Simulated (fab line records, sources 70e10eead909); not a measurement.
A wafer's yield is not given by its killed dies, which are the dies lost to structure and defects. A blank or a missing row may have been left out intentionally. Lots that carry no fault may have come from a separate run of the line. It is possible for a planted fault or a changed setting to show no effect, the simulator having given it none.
Struck lot and sound lot, side by side    flow nand-harc    15 steps out of a route of 1302
Sound: wafers L563.1, L563.2, L563.4. Struck: wafers L562.4, L562.5, L562.6. Last of all comes the cause.
Per side, at each step with rows, come the tool, then ch with its chambers, and then its first start. Under that, the readings that differ: sound wafers    struck wafers    difference of the means    sigmas: that difference in standard deviations of wafers without a fault.
alike: words and numbers the same on both sides, and readings whose means are apart by under 2 such deviations; not compared: readings that were withheld, readings missing a value for some wafer, numbers with overlapping values and no deviation given by the record, and bounds like >300 which may hide the same value.
Wherever a step has rows on one side only, a row that says differs or no value, or a row with sigmas, the two part there. When numbers do not overlap yet have no deviation, they are printed without sigmas and do not part them. Lack of a reading on every wafer of one side parts them only where that side has two or more wafers.

first, 7 steps without rows for these wafers: NHARC_P_BONDPAD_COAT_36 (time 65 s); NHARC_P_BONDPAD_COAT_03 (resist thk 600 nm); NHARC_P_BONDPAD_SOFTBAKE_04 (time 70 s); NHARC_P_BONDPAD_EBR_05; NHARC_P_BONDPAD_EXPOSE_06 (exposes mask P BPAD); NHARC_P_BONDPAD_PEB_07 (peb time 80 s); NHARC_P_BONDPAD_DEVELOP_08 (time 50 s).
NHARC_P_BONDPAD_CD_MEAS_09 targets a cd of 500 nm.
  sound on cd-sem-02 ch 0, day 11 15:58; struck on cd-sem-03 ch 0, day 11 05:56
  alike: cd-nm
NHARC_P_BONDPAD_OVL_MEAS_38:
  sound: overlay-02 at day 11 16:04; struck: overlay-01 at day 11 06:01
  alike: overlay-x-nm, overlay-y-nm
then, 1 step without rows for these wafers: NHARC_P_BONDPAD_HARDBAKE_10 (time 65 s).
NHARC_P_BONDPAD_DESCUM_11: chemistry O2, time 3 s.
  sound on rie-diel-02 ch 1,2,3, day 11 16:11; struck on rie-diel-07 ch 0,1,2, day 11 06:10
  alike: drypump-motor-current-A, oes-product-au, rf-vpp-V, showerhead-plenum-p-Torr, throttle-valve-pct
  not compared: rf-hours-counter-h
NHARC_P_BONDPAD_ETCH_37: etches the open film in N2/H2, target depth 60 nm, overetch 18 nm, time 65.91 s.
  sound on rie-diel-02 ch 0,1,3, day 11 16:16; struck on rie-diel-07 ch 2,3, day 11 06:14
  alike: drypump-motor-current-A, oes-product-au, rf-vpp-V, run-length-s, showerhead-plenum-p-Torr, throttle-valve-pct
  not compared: rf-hours-counter-h
NHARC_P_BONDPAD_ETCH_12: etches the open film in CHF3/O2, target depth 200 nm, time 100 s.
  sound on rie-diel-02 ch 0,1,3, day 11 16:22; struck on rie-diel-07 ch 1,2, day 11 06:19
reading           sound              struck          difference  sigmas
run-length-s (s)  121.2 120.2 120.9  95.6 95.6 95.6  -25.2       -60
  alike: drypump-motor-current-A, oes-product-au, rf-vpp-V, showerhead-plenum-p-Torr, throttle-valve-pct
  not compared: rf-hours-counter-h
NHARC_P_BONDPAD_CD_MEAS_13:
  sound: cd-sem-03 at day 11 16:30; struck: cd-sem-01 at day 11 06:28
  alike: cd-nm
-- break in the record here, with 17 days between the starts of the struck wafers on either side (left off in module P_BONDPAD, picked up again in module END, where the first step shown is number 1302 on the route) --
NHARC_END_SORT_01:
  sound on prober-01 ch 0, day 29 20:14; struck on prober-02 ch 0, day 28 17:17
reading                   sound           struck       difference  sigmas
defect-limited-yield (%)  95.1 95.9 93.8  0 0 0        -95         -33
killed-at-other           0 0 0           4 3 3        +3          +3
killed-at-periphery       8 4 6           628 616 624  +617        +99 or more
killed-dies               33 28 42        677 677 677  +643        +34
  alike: killed-at-array, killed-open, killed-short

## WHERE THEY PART
Last at NHARC_END_SORT_01 as far as this record goes, first at NHARC_P_BONDPAD_ETCH_12.

WHY: the cause the simulator had injected
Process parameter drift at NHARC_P_BONDPAD_ETCH_12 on rie-diel-07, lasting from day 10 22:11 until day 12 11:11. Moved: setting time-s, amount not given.
